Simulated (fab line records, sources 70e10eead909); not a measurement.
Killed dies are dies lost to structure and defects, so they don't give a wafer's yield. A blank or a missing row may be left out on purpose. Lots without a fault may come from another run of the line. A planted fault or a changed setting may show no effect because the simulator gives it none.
Chamber matching | flow nand_harc | NHARC_P_CONTACT_CMP_24 on cmp-04: 4 sister chambers
The step polishes, t overpolish 30 s, target thk 200 nm. 8 wafers are shown with their chamber, then 10 later ones without.

WAFERS WITH THEIR CHAMBER
wafer  | chamber | motor_current_A (A) | time_to_endpoint_s (s)
L077.3 | 1       | 13.4                | 36
L079.2 | 2       | 13.3                | 39
L079.4 | 3       | 14.3                | 38
L080.1 | 2       | 12.6                | 41
L080.3 | 1       | 13.3                | 36
L080.5 | 0       | 13.0                | 40
L081.1 | 0       | 12.6                | 39
L081.2 | 3       | 13.7                | 39

WAFERS WITHOUT THEIR CHAMBER
wafer  | motor_current_A (A) | time_to_endpoint_s (s)
L081.3 | 13.1                | 35
L089.2 | 13.8                | 37
L089.3 | 12.6                | 39
L089.6 | 12.1                | 41
L092.1 | 12.7                | 41
L092.2 | 13.1                | 37
L092.5 | 14.8                | 40
L096.1 | 14.4                | 42
L096.3 | 12.9                | 37
L096.4 | 12.4                | 44

WHICH CHAMBER EACH WENT THROUGH
wafer  | from the rows above               | in truth
L081.3 | 1                                 | 1
L089.2 | can't be placed: 1 or 3           | 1
L089.3 | can't be placed: 0 or 2           | 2
L089.6 | can't be placed: 0 or 2           | 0
L092.1 | can't be placed: 2 or 0           | 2
L092.2 | can't be placed: 1 or 0 or 3      | 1
L092.5 | 3                                 | 3
L096.1 | can't be placed: 3 or 2 or 0      | 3
L096.3 | can't be placed: 1 or 0 or 2 or 3 | 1
L096.4 | can't be placed: 2 or 0           | 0
Placed correctly: 2 of 10. Can't be placed from these rows: 8 (the true chamber is among the candidates in 8). Placed wrongly: 0.
How it was worked out, from the rows above alone: a wafer's distance from a chamber is the root of the sum, over the readings, of the square of ((its reading less the chamber's mean) divided by the reading's scatter). The wafer belongs to the nearest chamber; if the next one is less than 2 further off, it can't be placed. A chamber's mean is the mean of its shown wafers. The scatter: the root of (the sum of the squares of (reading less its chamber's mean) over the shown wafers, divided by (wafers less chambers)).
